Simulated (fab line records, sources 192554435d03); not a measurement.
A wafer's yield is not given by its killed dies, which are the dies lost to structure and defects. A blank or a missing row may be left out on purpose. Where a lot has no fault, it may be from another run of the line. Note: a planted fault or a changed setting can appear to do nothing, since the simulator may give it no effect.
fab line records || flow n5-finfet || part 2 of 2: steps 27 to 37 of 37
record: {"lots": 5, "wafers": 15, "last-day": 19}
route steps=1938 shown PMOS_HMC_CHANNEL_EPI@70 FIN_SAQP@90
lots that met no fault: from a run of the same line without faults
start-h: hours from the record's opening day to when the first of the lot's shown wafers began || wait-h: time in hours since the lot's previous step || " as in the row above || L1.1+2: one row covering several wafers at once || - no value, or no start was given || * or withheld: withheld || < > ~ a bound
route shown NAME@n: NAME is a module with steps in the file, n the number in the route of the first one || usual: average and standard deviation across the fault-free wafers || same: alike in all rows || chamber/n: place in a boat || sites: the reading at each site || _std_site: standard deviation across them || _edge_site: inner sites' mean taken away from outer sites' mean || radius-mm: how far each site lies from the wafer's centre || mask NAME#n: copy n || behind: the most recent tool/chamber to have shaped the wafer || hold: cause of the lot's hold/its duration in hours/its outcome || device: which transistor (n, p or np) failed to switch || end of line: the same wafers' tests at the end of the route || a step given without rows: its recipe and nothing more || killed: dies that structure and defects cost at the first sort, which is not the same as the wafer's yield || map: a wafer's dies, x killed, . not, _ none there
set.NAME: the setting the step ran with; set.NAME@STEP: the setting that earlier step ran with || model.NAME: the simulator's own value behind a step, which no gauge read
a table for each step, a row for each wafer; lots at some steps of the route
services: the hour from which a tool's chamber was out of use, counted from the record's first day as start-h (under 0 if before that day), plus the number of hours and why
== steps ==
step: N5_FIN_SAQP_THK_MEAS_05
usual: {"thk-nm": "38.0/0.52"}
{"lot.wafer": "L074.2", "tool": "film-metro-02", "chamber": "-", "start-h": 20.94, "wait-h": 0.1, "thk-nm": 38.2}
{"lot.wafer": "L074.3", "tool": "film-metro-02", "chamber": "-", "start-h": 20.94, "wait-h": 0.1, "thk-nm": 38.2}
{"lot.wafer": "L074.4", "tool": "film-metro-02", "chamber": "-", "start-h": 20.94, "wait-h": 0.1, "thk-nm": 38.6}
{"lot.wafer": "L077.1", "tool": "film-metro-02", "chamber": "-", "start-h": 39.48, "wait-h": 0.1, "thk-nm": 37.4}
{"lot.wafer": "L077.4", "tool": "film-metro-02", "chamber": "-", "start-h": 39.48, "wait-h": 0.1, "thk-nm": 38.4}
{"lot.wafer": "L077.5", "tool": "film-metro-02", "chamber": "-", "start-h": 39.48, "wait-h": 0.1, "thk-nm": 37.3}
{"lot.wafer": "L084.1", "tool": "film-metro-02", "chamber": "-", "start-h": 80.59, "wait-h": 0.1, "thk-nm": 37.5}
{"lot.wafer": "L084.4", "tool": "film-metro-02", "chamber": "-", "start-h": 80.59, "wait-h": 0.1, "thk-nm": 38.3}
{"lot.wafer": "L084.5", "tool": "film-metro-02", "chamber": "-", "start-h": 80.59, "wait-h": 0.1, "thk-nm": 38.3}
{"lot.wafer": "L085.2", "tool": "film-metro-02", "chamber": "-", "start-h": 87.45, "wait-h": 0.1, "thk-nm": 37.7}
{"lot.wafer": "L085.3", "tool": "film-metro-02", "chamber": "-", "start-h": 87.45, "wait-h": 0.1, "thk-nm": 38.2}
{"lot.wafer": "L085.6", "tool": "film-metro-02", "chamber": "-", "start-h": 87.45, "wait-h": 0.1, "thk-nm": 38.3}
{"lot.wafer": "L089.1", "tool": "film-metro-01", "chamber": "-", "start-h": 111.44, "wait-h": 0.1, "thk-nm": 37.2}
{"lot.wafer": "L089.2", "tool": "film-metro-01", "chamber": "-", "start-h": 111.44, "wait-h": 0.1, "thk-nm": 37.1}
{"lot.wafer": "L089.4", "tool": "film-metro-01", "chamber": "-", "start-h": 111.44, "wait-h": 0.1, "thk-nm": 37.8}
step: N5_FIN_SAQP_PECVD_47
recipe: {"material": "a-Si", "target-thk-a": 450, "temp-c": 400, "precursor": "SiH4/He", "pressure-torr": 3, "rf-w": 100, "time-s": 36.3}
usual: {"heater-power-w": "938/74", "showerhead-plenum-p-Torr": "5.63/0.064", "throttle-valve-pct": "18.1/0.98"}
{"lot.wafer": "L074.2", "tool": "pecvd-03", "chamber": 1, "start-h": 20.98, "wait-h": 0.0, "heater-power-w": 880, "showerhead-plenum-p-Torr": 5.63, "throttle-valve-pct": 18.1}
{"lot.wafer": "L074.3", "tool": "pecvd-03", "chamber": 0, "start-h": 20.98, "wait-h": 0.0, "heater-power-w": 959, "showerhead-plenum-p-Torr": 5.69, "throttle-valve-pct": 18.8}
{"lot.wafer": "L074.4", "tool": "pecvd-03", "chamber": 0, "start-h": 20.98, "wait-h": 0.0, "heater-power-w": 995, "showerhead-plenum-p-Torr": 5.68, "throttle-valve-pct": 18.8}
{"lot.wafer": "L077.1", "tool": "pecvd-03", "chamber": 0, "start-h": 39.52, "wait-h": 0.0, "heater-power-w": 1024, "showerhead-plenum-p-Torr": 5.67, "throttle-valve-pct": 18.6}
{"lot.wafer": "L077.4", "tool": "pecvd-03", "chamber": 1, "start-h": 39.52, "wait-h": 0.0, "heater-power-w": 903, "showerhead-plenum-p-Torr": 5.63, "throttle-valve-pct": 17.8}
{"lot.wafer": "L077.5", "tool": "pecvd-03", "chamber": 0, "start-h": 39.52, "wait-h": 0.0, "heater-power-w": 1036, "showerhead-plenum-p-Torr": 5.70, "throttle-valve-pct": 18.7}
{"lot.wafer": "L084.1", "tool": "pecvd-03", "chamber": 0, "start-h": 80.63, "wait-h": 0.0, "heater-power-w": 991, "showerhead-plenum-p-Torr": 5.67, "throttle-valve-pct": 18.6}
{"lot.wafer": "L084.4", "tool": "pecvd-03", "chamber": 0, "start-h": 80.63, "wait-h": 0.0, "heater-power-w": 992, "showerhead-plenum-p-Torr": 5.67, "throttle-valve-pct": 18.6}
{"lot.wafer": "L084.5", "tool": "pecvd-03", "chamber": 1, "start-h": 80.63, "wait-h": 0.0, "heater-power-w": 900, "showerhead-plenum-p-Torr": 5.64, "throttle-valve-pct": 18.2}
{"lot.wafer": "L085.2", "tool": "pecvd-03", "chamber": 1, "start-h": 87.48, "wait-h": 0.0, "heater-power-w": 914, "showerhead-plenum-p-Torr": 5.64, "throttle-valve-pct": 18.3}
{"lot.wafer": "L085.3", "tool": "pecvd-03", "chamber": 2, "start-h": 87.48, "wait-h": 0.0, "heater-power-w": 916, "showerhead-plenum-p-Torr": 5.53, "throttle-valve-pct": 17.9}
{"lot.wafer": "L085.6", "tool": "pecvd-03", "chamber": 1, "start-h": 87.48, "wait-h": 0.0, "heater-power-w": 941, "showerhead-plenum-p-Torr": 5.63, "throttle-valve-pct": 18.2}
{"lot.wafer": "L089.1", "tool": "pecvd-01", "chamber": 0, "start-h": 111.48, "wait-h": 0.0, "heater-power-w": 999, "showerhead-plenum-p-Torr": 5.67, "throttle-valve-pct": 17.2}
{"lot.wafer": "L089.2", "tool": "pecvd-01", "chamber": 1, "start-h": 111.48, "wait-h": 0.0, "heater-power-w": 974, "showerhead-plenum-p-Torr": 5.67, "throttle-valve-pct": 18.4}
{"lot.wafer": "L089.4", "tool": "pecvd-01", "chamber": 1, "start-h": 111.48, "wait-h": 0.0, "heater-power-w": 985, "showerhead-plenum-p-Torr": 5.68, "throttle-valve-pct": 18.6}
step: N5_FIN_SAQP_PECVD_48
recipe: {"material": "SiNx", "target-thk-a": 250, "temp-c": 400, "precursor": "SiH4/NH3/N2", "pressure-torr": 1.5, "rf-w": 300, "time-s": 22.1}
usual: {"heater-power-w": "869/91", "showerhead-plenum-p-Torr": "5.09/0.088", "throttle-valve-pct": "39.7/2.1"}
{"lot.wafer": "L074.2", "tool": "pecvd-03", "chamber": 1, "start-h": 21.02, "wait-h": 0.0, "heater-power-w": 821, "showerhead-plenum-p-Torr": 5.13, "throttle-valve-pct": 39.8}
{"lot.wafer": "L074.3", "tool": "pecvd-03", "chamber": 0, "start-h": 21.02, "wait-h": 0.0, "heater-power-w": 979, "showerhead-plenum-p-Torr": 5.18, "throttle-valve-pct": 40.8}
{"lot.wafer": "L074.4", "tool": "pecvd-03", "chamber": 0, "start-h": 21.02, "wait-h": 0.0, "heater-power-w": 994, "showerhead-plenum-p-Torr": 5.14, "throttle-valve-pct": 40.9}
{"lot.wafer": "L077.1", "tool": "pecvd-03", "chamber": 0, "start-h": 39.56, "wait-h": 0.0, "heater-power-w": 991, "showerhead-plenum-p-Torr": 5.16, "throttle-valve-pct": 40.7}
{"lot.wafer": "L077.4", "tool": "pecvd-03", "chamber": 1, "start-h": 39.56, "wait-h": 0.0, "heater-power-w": 812, "showerhead-plenum-p-Torr": 5.11, "throttle-valve-pct": 39.7}
{"lot.wafer": "L077.5", "tool": "pecvd-03", "chamber": 0, "start-h": 39.56, "wait-h": 0.0, "heater-power-w": 936, "showerhead-plenum-p-Torr": 5.15, "throttle-valve-pct": 41.0}
{"lot.wafer": "L084.1", "tool": "pecvd-03", "chamber": 0, "start-h": 80.67, "wait-h": 0.0, "heater-power-w": 951, "showerhead-plenum-p-Torr": 5.15, "throttle-valve-pct": 40.7}
{"lot.wafer": "L084.4", "tool": "pecvd-03", "chamber": 0, "start-h": 80.67, "wait-h": 0.0, "heater-power-w": 933, "showerhead-plenum-p-Torr": 5.16, "throttle-valve-pct": 40.7}
{"lot.wafer": "L084.5", "tool": "pecvd-03", "chamber": 1, "start-h": 80.67, "wait-h": 0.0, "heater-power-w": 881, "showerhead-plenum-p-Torr": 5.11, "throttle-valve-pct": 39.5}
{"lot.wafer": "L085.2", "tool": "pecvd-03", "chamber": 1, "start-h": 87.52, "wait-h": 0.0, "heater-power-w": 872, "showerhead-plenum-p-Torr": 5.09, "throttle-valve-pct": 39.7}
{"lot.wafer": "L085.3", "tool": "pecvd-03", "chamber": 2, "start-h": 87.52, "wait-h": 0.0, "heater-power-w": 779, "showerhead-plenum-p-Torr": 4.94, "throttle-valve-pct": 39.1}
{"lot.wafer": "L085.6", "tool": "pecvd-03", "chamber": 1, "start-h": 87.52, "wait-h": 0.0, "heater-power-w": 847, "showerhead-plenum-p-Torr": 5.11, "throttle-valve-pct": 39.8}
{"lot.wafer": "L089.1", "tool": "pecvd-01", "chamber": 0, "start-h": 111.52, "wait-h": 0.0, "heater-power-w": 980, "showerhead-plenum-p-Torr": 5.15, "throttle-valve-pct": 37.2}
{"lot.wafer": "L089.2", "tool": "pecvd-01", "chamber": 1, "start-h": 111.52, "wait-h": 0.0, "heater-power-w": 956, "showerhead-plenum-p-Torr": 5.15, "throttle-valve-pct": 40.6}
{"lot.wafer": "L089.4", "tool": "pecvd-01", "chamber": 1, "start-h": 111.52, "wait-h": 0.0, "heater-power-w": 958, "showerhead-plenum-p-Torr": 5.15, "throttle-valve-pct": 40.4}
step: N5_FIN_SAQP_PECVD_06
recipe: {"material": "a-Si", "target-thk-a": 600, "temp-c": 400, "precursor": "SiH4/He", "pressure-torr": 3, "rf-w": 100, "time-s": 48.1}
usual: {"heater-power-w": "933/78", "showerhead-plenum-p-Torr": "5.63/0.064", "throttle-valve-pct": "18.1/0.99"}
{"lot.wafer": "L074.2", "tool": "pecvd-03", "chamber": 1, "start-h": 21.06, "wait-h": 0.0, "heater-power-w": 925, "showerhead-plenum-p-Torr": 5.63, "throttle-valve-pct": 17.8}
{"lot.wafer": "L074.3", "tool": "pecvd-03", "chamber": 0, "start-h": 21.06, "wait-h": 0.0, "heater-power-w": 1012, "showerhead-plenum-p-Torr": 5.68, "throttle-valve-pct": 18.6}
{"lot.wafer": "L074.4", "tool": "pecvd-03", "chamber": 0, "start-h": 21.06, "wait-h": 0.0, "heater-power-w": 1048, "showerhead-plenum-p-Torr": 5.68, "throttle-valve-pct": 18.6}
{"lot.wafer": "L077.1", "tool": "pecvd-03", "chamber": 0, "start-h": 39.60, "wait-h": 0.0, "heater-power-w": 987, "showerhead-plenum-p-Torr": 5.68, "throttle-valve-pct": 18.5}
{"lot.wafer": "L077.4", "tool": "pecvd-03", "chamber": 1, "start-h": 39.60, "wait-h": 0.0, "heater-power-w": 966, "showerhead-plenum-p-Torr": 5.64, "throttle-valve-pct": 18.4}
{"lot.wafer": "L077.5", "tool": "pecvd-03", "chamber": 0, "start-h": 39.60, "wait-h": 0.0, "heater-power-w": 1013, "showerhead-plenum-p-Torr": 5.67, "throttle-valve-pct": 18.5}
{"lot.wafer": "L084.1", "tool": "pecvd-03", "chamber": 0, "start-h": 80.71, "wait-h": 0.0, "heater-power-w": 991, "showerhead-plenum-p-Torr": 5.68, "throttle-valve-pct": 18.6}
{"lot.wafer": "L084.4", "tool": "pecvd-03", "chamber": 0, "start-h": 80.71, "wait-h": 0.0, "heater-power-w": 971, "showerhead-plenum-p-Torr": 5.67, "throttle-valve-pct": 18.4}
{"lot.wafer": "L084.5", "tool": "pecvd-03", "chamber": 1, "start-h": 80.71, "wait-h": 0.0, "heater-power-w": 965, "showerhead-plenum-p-Torr": 5.64, "throttle-valve-pct": 17.8}
{"lot.wafer": "L085.2", "tool": "pecvd-03", "chamber": 1, "start-h": 87.56, "wait-h": 0.0, "heater-power-w": 899, "showerhead-plenum-p-Torr": 5.64, "throttle-valve-pct": 17.9}
{"lot.wafer": "L085.3", "tool": "pecvd-03", "chamber": 2, "start-h": 87.56, "wait-h": 0.0, "heater-power-w": 933, "showerhead-plenum-p-Torr": 5.52, "throttle-valve-pct": 17.6}
{"lot.wafer": "L085.6", "tool": "pecvd-03", "chamber": 1, "start-h": 87.56, "wait-h": 0.0, "heater-power-w": 904, "showerhead-plenum-p-Torr": 5.64, "throttle-valve-pct": 18.0}
{"lot.wafer": "L089.1", "tool": "pecvd-01", "chamber": 0, "start-h": 111.56, "wait-h": 0.0, "heater-power-w": 911, "showerhead-plenum-p-Torr": 5.66, "throttle-valve-pct": 16.8}
{"lot.wafer": "L089.2", "tool": "pecvd-01", "chamber": 1, "start-h": 111.56, "wait-h": 0.0, "heater-power-w": 1055, "showerhead-plenum-p-Torr": 5.67, "throttle-valve-pct": 18.6}
{"lot.wafer": "L089.4", "tool": "pecvd-01", "chamber": 1, "start-h": 111.56, "wait-h": 0.0, "heater-power-w": 1065, "showerhead-plenum-p-Torr": 5.67, "throttle-valve-pct": 18.7}
step: N5_FIN_SAQP_THK_MEAS_07
usual: {"thk-nm": "59.9/0.73"}
{"lot.wafer": "L074.2", "tool": "film-metro-02", "chamber": "-", "start-h": 21.15, "wait-h": 0.1, "thk-nm": 59.7}
{"lot.wafer": "L074.3", "tool": "film-metro-02", "chamber": "-", "start-h": 21.15, "wait-h": 0.1, "thk-nm": 59.9}
{"lot.wafer": "L074.4", "tool": "film-metro-02", "chamber": "-", "start-h": 21.15, "wait-h": 0.1, "thk-nm": 60.1}
{"lot.wafer": "L077.1", "tool": "film-metro-02", "chamber": "-", "start-h": 39.69, "wait-h": 0.1, "thk-nm": 59.2}
{"lot.wafer": "L077.4", "tool": "film-metro-02", "chamber": "-", "start-h": 39.69, "wait-h": 0.1, "thk-nm": 60.4}
{"lot.wafer": "L077.5", "tool": "film-metro-02", "chamber": "-", "start-h": 39.69, "wait-h": 0.1, "thk-nm": 59.4}
{"lot.wafer": "L084.1", "tool": "film-metro-01", "chamber": "-", "start-h": 80.80, "wait-h": 0.1, "thk-nm": 59.0}
{"lot.wafer": "L084.4", "tool": "film-metro-01", "chamber": "-", "start-h": 80.80, "wait-h": 0.1, "thk-nm": 59.6}
{"lot.wafer": "L084.5", "tool": "film-metro-01", "chamber": "-", "start-h": 80.80, "wait-h": 0.1, "thk-nm": 59.5}
{"lot.wafer": "L085.2", "tool": "film-metro-01", "chamber": "-", "start-h": 87.65, "wait-h": 0.1, "thk-nm": 59.3}
{"lot.wafer": "L085.3", "tool": "film-metro-01", "chamber": "-", "start-h": 87.65, "wait-h": 0.1, "thk-nm": 58.1}
{"lot.wafer": "L085.6", "tool": "film-metro-01", "chamber": "-", "start-h": 87.65, "wait-h": 0.1, "thk-nm": 59.8}
{"lot.wafer": "L089.1", "tool": "film-metro-02", "chamber": "-", "start-h": 111.65, "wait-h": 0.1, "thk-nm": 60.3}
{"lot.wafer": "L089.2", "tool": "film-metro-02", "chamber": "-", "start-h": 111.65, "wait-h": 0.1, "thk-nm": 59.7}
{"lot.wafer": "L089.4", "tool": "film-metro-02", "chamber": "-", "start-h": 111.65, "wait-h": 0.1, "thk-nm": 60.4}
step: N5_FIN_SAQP_HM_DEP_72
recipe: {"material": "SiO2", "target-thk-a": 120, "temp-c": 400, "precursor": "SiH4/N2O", "pressure-torr": 0.75, "rf-w": 275, "time-s": 7.2}
usual: {"heater-power-w": "865/94", "showerhead-plenum-p-Torr": "8.12/0.16"}
{"lot.wafer": "L074.2", "tool": "pecvd-02", "chamber": 2, "start-h": 21.18, "wait-h": 0.0, "heater-power-w": 850, "showerhead-plenum-p-Torr": 8.26}
{"lot.wafer": "L074.3", "tool": "pecvd-02", "chamber": 0, "start-h": 21.18, "wait-h": 0.0, "heater-power-w": 716, "showerhead-plenum-p-Torr": 8.07}
{"lot.wafer": "L074.4", "tool": "pecvd-02", "chamber": 0, "start-h": 21.18, "wait-h": 0.0, "heater-power-w": 718, "showerhead-plenum-p-Torr": 8.09}
{"lot.wafer": "L077.1", "tool": "pecvd-02", "chamber": 1, "start-h": 39.73, "wait-h": 0.0, "heater-power-w": 982, "showerhead-plenum-p-Torr": 8.26}
{"lot.wafer": "L077.4", "tool": "pecvd-02", "chamber": 1, "start-h": 39.73, "wait-h": 0.0, "heater-power-w": 974, "showerhead-plenum-p-Torr": 8.27}
{"lot.wafer": "L077.5", "tool": "pecvd-02", "chamber": 2, "start-h": 39.73, "wait-h": 0.0, "heater-power-w": 802, "showerhead-plenum-p-Torr": 8.25}
{"lot.wafer": "L084.1", "tool": "pecvd-02", "chamber": 0, "start-h": 80.83, "wait-h": 0.0, "heater-power-w": 774, "showerhead-plenum-p-Torr": 8.08}
{"lot.wafer": "L084.4", "tool": "pecvd-02", "chamber": 1, "start-h": 80.83, "wait-h": 0.0, "heater-power-w": 869, "showerhead-plenum-p-Torr": 8.30}
{"lot.wafer": "L084.5", "tool": "pecvd-02", "chamber": 0, "start-h": 80.83, "wait-h": 0.0, "heater-power-w": 766, "showerhead-plenum-p-Torr": 8.05}
{"lot.wafer": "L085.2", "tool": "pecvd-01", "chamber": 2, "start-h": 87.69, "wait-h": 0.0, "heater-power-w": 797, "showerhead-plenum-p-Torr": 7.82}
{"lot.wafer": "L085.3", "tool": "pecvd-01", "chamber": 1, "start-h": 87.69, "wait-h": 0.0, "heater-power-w": 976, "showerhead-plenum-p-Torr": 8.17}
{"lot.wafer": "L085.6", "tool": "pecvd-01", "chamber": 1, "start-h": 87.69, "wait-h": 0.0, "heater-power-w": 961, "showerhead-plenum-p-Torr": 8.14}
{"lot.wafer": "L089.1", "tool": "pecvd-03", "chamber": 2, "start-h": 111.69, "wait-h": 0.0, "heater-power-w": 881, "showerhead-plenum-p-Torr": 7.76}
{"lot.wafer": "L089.2", "tool": "pecvd-03", "chamber": 1, "start-h": 111.69, "wait-h": 0.0, "heater-power-w": 914, "showerhead-plenum-p-Torr": 8.08}
{"lot.wafer": "L089.4", "tool": "pecvd-03", "chamber": 2, "start-h": 111.69, "wait-h": 0.0, "heater-power-w": 878, "showerhead-plenum-p-Torr": 7.74}
step: N5_FIN_SAQP_COAT_49
recipe: {"resist": "SOC", "temp-c": 250, "time-s": 60, "spin-rpm": 1500, "resist-thk-nm": 100}
{"lot.wafer": "L074.2+3+4", "tool": "litho-track-05", "chamber": 0, "start-h": 21.26, "wait-h": 0.1}
{"lot.wafer": "L077.1+4+5", "tool": "litho-track-04", "chamber": 0, "start-h": 39.80, "wait-h": 0.1}
{"lot.wafer": "L084.1+4+5", "tool": "litho-track-04", "chamber": 0, "start-h": 80.91, "wait-h": 0.1}
{"lot.wafer": "L085.2+3+6", "tool": "litho-track-04", "chamber": 0, "start-h": 87.77, "wait-h": 0.1}
{"lot.wafer": "L089.1+2+4", "tool": "litho-track-04", "chamber": 0, "start-h": 111.79, "wait-h": 0.1}
step: N5_FIN_SAQP_COAT_50
recipe: {"resist": "SiARC", "temp-c": 220, "time-s": 60, "spin-rpm": 1500, "resist-thk-nm": 35}
{"lot.wafer": "L074.2+3+4", "tool": "litho-track-05", "chamber": 0, "start-h": "-", "wait-h": "-"}
{"lot.wafer": "L077.1+4+5", "tool": "litho-track-04", "chamber": 0, "start-h": "-", "wait-h": "-"}
{"lot.wafer": "L084.1+4+5", "tool": "litho-track-04", "chamber": 0, "start-h": "-", "wait-h": "-"}
{"lot.wafer": "L085.2+3+6", "tool": "litho-track-04", "chamber": 0, "start-h": "-", "wait-h": "-"}
{"lot.wafer": "L089.1+2+4", "tool": "litho-track-04", "chamber": 0, "start-h": "-", "wait-h": "-"}
step: N5_FIN_SAQP_COAT_10
recipe: {"resist": "CAR-ArF", "spin-rpm": 1500, "resist-thk-nm": 90}
{"lot.wafer": "L074.2+3+4", "tool": "litho-track-05", "chamber": 0, "start-h": "-", "wait-h": "-"}
{"lot.wafer": "L077.1+4+5", "tool": "litho-track-04", "chamber": 0, "start-h": "-", "wait-h": "-"}
{"lot.wafer": "L084.1+4+5", "tool": "litho-track-04", "chamber": 0, "start-h": "-", "wait-h": "-"}
{"lot.wafer": "L085.2+3+6", "tool": "litho-track-04", "chamber": 0, "start-h": "-", "wait-h": "-"}
{"lot.wafer": "L089.1+2+4", "tool": "litho-track-04", "chamber": 0, "start-h": "-", "wait-h": "-"}
step: N5_FIN_SAQP_EBR_12
recipe: {"solvent": "PGMEA", "ebr-width-mm": 1.5}
{"lot.wafer": "L074.2+3+4", "tool": "litho-track-05", "chamber": 0, "start-h": "-", "wait-h": "-"}
{"lot.wafer": "L077.1+4+5", "tool": "litho-track-04", "chamber": 0, "start-h": "-", "wait-h": "-"}
{"lot.wafer": "L084.1+4+5", "tool": "litho-track-04", "chamber": 0, "start-h": "-", "wait-h": "-"}
{"lot.wafer": "L085.2+3+6", "tool": "litho-track-04", "chamber": 0, "start-h": "-", "wait-h": "-"}
{"lot.wafer": "L089.1+2+4", "tool": "litho-track-04", "chamber": 0, "start-h": "-", "wait-h": "-"}
step: N5_FIN_SAQP_SOFTBAKE_11
recipe: {"temp-c": 110, "time-s": 60, "resist": "CAR-ArF"}
{"lot.wafer": "L074.2+3+4", "tool": "litho-track-05", "chamber": 0, "start-h": "-", "wait-h": "-"}
{"lot.wafer": "L077.1+4+5", "tool": "litho-track-04", "chamber": 0, "start-h": "-", "wait-h": "-"}
{"lot.wafer": "L084.1+4+5", "tool": "litho-track-04", "chamber": 0, "start-h": "-", "wait-h": "-"}
{"lot.wafer": "L085.2+3+6", "tool": "litho-track-04", "chamber": 0, "start-h": "-", "wait-h": "-"}
{"lot.wafer": "L089.1+2+4", "tool": "litho-track-04", "chamber": 0, "start-h": "-", "wait-h": "-"}
== services ==
{"tool": "ald-sin-04", "chamber": "-", "start-h": -5.99, "hours": 14.0, "kind": "pm"}
{"tool": "cmp-01", "chamber": "-", "start-h": -1.85, "hours": 0.3, "kind": "repair"}
{"tool": "cmp-01", "chamber": "-", "start-h": -0.16, "hours": 4.5, "kind": "repair"}
{"tool": "rie-diel-04", "chamber": 2, "start-h": 4.78, "hours": 15.1, "kind": "repair"}
{"tool": "ald-sin-02", "chamber": 2, "start-h": 7.79, "hours": 9.6, "kind": "repair"}
{"tool": "ald-sin-03", "chamber": 0, "start-h": 13.43, "hours": 1.8, "kind": "repair"}
{"tool": "rie-diel-06", "chamber": 3, "start-h": 13.48, "hours": 11.6, "kind": "repair"}
{"tool": "rie-diel-04", "chamber": "-", "start-h": 19.03, "hours": 0.3, "kind": "repair"}
{"tool": "cmp-02", "chamber": "-", "start-h": 28.39, "hours": 13.6, "kind": "repair"}
{"tool": "rie-diel-06", "chamber": 3, "start-h": 29.13, "hours": 5.4, "kind": "repair"}
{"tool": "rie-diel-06", "chamber": 1, "start-h": 30.45, "hours": 14.7, "kind": "repair"}
{"tool": "epi-rpcvd-01", "chamber": "-", "start-h": 30.74, "hours": 28.1, "kind": "pm"}
{"tool": "ald-sin-03", "chamber": 1, "start-h": 40.97, "hours": 2.1, "kind": "repair"}
{"tool": "pecvd-03", "chamber": "-", "start-h": 46.93, "hours": 1.7, "kind": "repair"}
{"tool": "ald-sin-02", "chamber": 3, "start-h": 48.65, "hours": 9.5, "kind": "repair"}
{"tool": "rie-si-05", "chamber": 1, "start-h": 50.32, "hours": 8.1, "kind": "repair"}
{"tool": "cmp-02", "chamber": "-", "start-h": 52.18, "hours": 7.7, "kind": "pm"}
{"tool": "cmp-02", "chamber": "-", "start-h": 63.25, "hours": 0.2, "kind": "repair"}
{"tool": "wet-bench-05", "chamber": "-", "start-h": 80.22, "hours": 2.1, "kind": "repair"}
{"tool": "ald-sin-02", "chamber": "-", "start-h": 85.96, "hours": 6.1, "kind": "pm"}
{"tool": "cmp-01", "chamber": "-", "start-h": 92.26, "hours": 4.0, "kind": "pm"}
{"tool": "rie-diel-06", "chamber": 1, "start-h": 98.68, "hours": 2.0, "kind": "repair"}
{"tool": "epi-rpcvd-04", "chamber": "-", "start-h": 110.74, "hours": 0.5, "kind": "repair"}
{"tool": "pecvd-02", "chamber": "-", "start-h": 111.59, "hours": 2.0, "kind": "repair"}
